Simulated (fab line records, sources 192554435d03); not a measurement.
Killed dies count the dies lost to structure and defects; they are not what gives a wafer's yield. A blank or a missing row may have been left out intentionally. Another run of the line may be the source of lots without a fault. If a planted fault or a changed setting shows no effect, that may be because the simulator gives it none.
Split-lot study | flow n5Finfet | route with 1938 steps; 7 lots, 21 wafers read

## ABOUT THE SPLIT
At N5_BEOL_M8_ETCH_66 (etches SOC in N2/H2, target depth 80 nm, overetch 16 nm, time 120 s), the setting sourceW was moved away from the recipe's 840 W on 7 of the 21 wafers read, by -18.0% to +16.3%. All remaining wafers had this setting at the recipe value.

The reading comes from the split's own step.

## THE READING
rfVppV, in V, at N5_BEOL_M8_ETCH_66 (etches SOC in N2/H2, target depth 80 nm, overetch 16 nm, time 120 s). Typical for fault-free wafers on this fab line: 524.2 V, with standard deviation 1.8 V.

wafer  | tool, chamber at the split | sourceW as run, W | against the recipe | rfVppV, V | against lot-mates on the recipe
L075.3 | rieDiel-05, 2              | 840               | recipe             | 522.4     | -
L075.5 | rieDiel-05, 2              | 840               | recipe             | 522.9     | -
L075.6 | rieDiel-05, 1              | 840               | recipe             | 524.0     | -
L080.1 | rieDiel-05, 3              | 840               | recipe             | 524.2     | -
L080.2 | rieDiel-05, 2              | 840               | recipe             | 522.8     | -
L080.4 | rieDiel-05, 0              | 949.7             | +13.1%             | 504.1     | -19.4
L081.1 | rieDiel-05, 1              | 840               | recipe             | 523.5     | -
L081.4 | rieDiel-05, 1              | 840               | recipe             | 524.1     | -
L081.6 | rieDiel-05, 3              | 913.4             | +8.7%              | 510.9     | -12.9
L087.1 | rieDiel-05, 2              | 688.9             | -18.0%             | 558.4     | +35.0
L087.3 | rieDiel-05, 3              | 688.9             | -18.0%             | 562.3     | +38.9
L087.4 | rieDiel-05, 1              | 840               | recipe             | 523.4     | -
L089.2 | rieDiel-06, 1              | 840               | recipe             | 524.6     | -
L089.4 | rieDiel-06, 1              | 840               | recipe             | 521.5     | -
L089.5 | rieDiel-06, 0              | 966.8             | +15.1%             | 500.8     | -22.2
L090.1 | rieDiel-02, 2              | 840               | recipe             | 526.0     | -
L090.2 | rieDiel-02, 1              | 840               | recipe             | 522.4     | -
L090.5 | rieDiel-02, 3              | 892.3             | +6.2%              | 516.6     | -7.6
L094.1 | rieDiel-05, 0              | 840               | recipe             | 522.6     | -
L094.5 | rieDiel-05, 2              | 977.1             | +16.3%             | 496.3     | -27.4
L094.6 | rieDiel-05, 3              | 840               | recipe             | 524.7     | -

FIT RESULTS
A straight line over all 21 wafers: rfVppV changes by -1.79 V for each +1% of sourceW; r = -0.99; the points scatter about the line by 2.3 V.
The same after taking each lot's own level away (the mean of its wafers on the recipe; 21 wafers): -1.79 V for each +1%; r = -0.99; scatter 2.3 V.
According to that fit, moving sourceW by its largest amount changes the reading by 32 V.
The lots' own levels span 523.05 to 524.20 V, that is 0.6 times the standard deviation above.
The two slopes agree, so the slope changes little with the lot-to-lot level.
Check: with one of the wafers moved furthest among these (-18.0%) left out of the fit, the line predicts +32.8 V for it against its lot-mates. It came out at +35 V against them.
Tool readings at the split's step, against how far the setting was moved: rfVppV r = -0.99.

## FURTHER SPLITS ON THESE WAFERS
Note: prior to the reading, these wafers also went through further splits. Each is held against what the fit with the lots' levels taken away leaves over:
other split on the same wafers    | wafers away from the commonest value | r with rfVppV (lot level and that fit taken away)
N5_BEOL_M6_TRENCH_ETCH_37 sourceW | 6                                    | -0.16
N5_BEOL_M7_COAT_71 spinRpm        | 7                                    | +0.06
N5_BEOL_M7_DESCUM_33 timeS        | 8                                    | -0.21

## THE WHOLE CHAIN: every reading that the file lists as answering this split, in the file's order
step               | what it does                                                        | reading                                                                         | change (the file's fit)                | r (the file's)
N5_BEOL_M8_ETCH_66 | etches SOC in N2/H2, target depth 80 nm, overetch 16 nm, time 120 s | rfVppV                                                                          | -1.68 V for each +1% of the setting    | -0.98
N5_BEOL_M8_ETCH_66 | etches SOC in N2/H2, target depth 80 nm, overetch 16 nm, time 120 s | SiARC_of_BEOL_M8_COAT_64.thkNm (the simulator's own value, which no gauge read) | -0.0316 nm for each +1% of the setting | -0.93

## FILE'S OWN FIT
rfVppV changes by -1.68 V for each +1% of sourceW, r = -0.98.
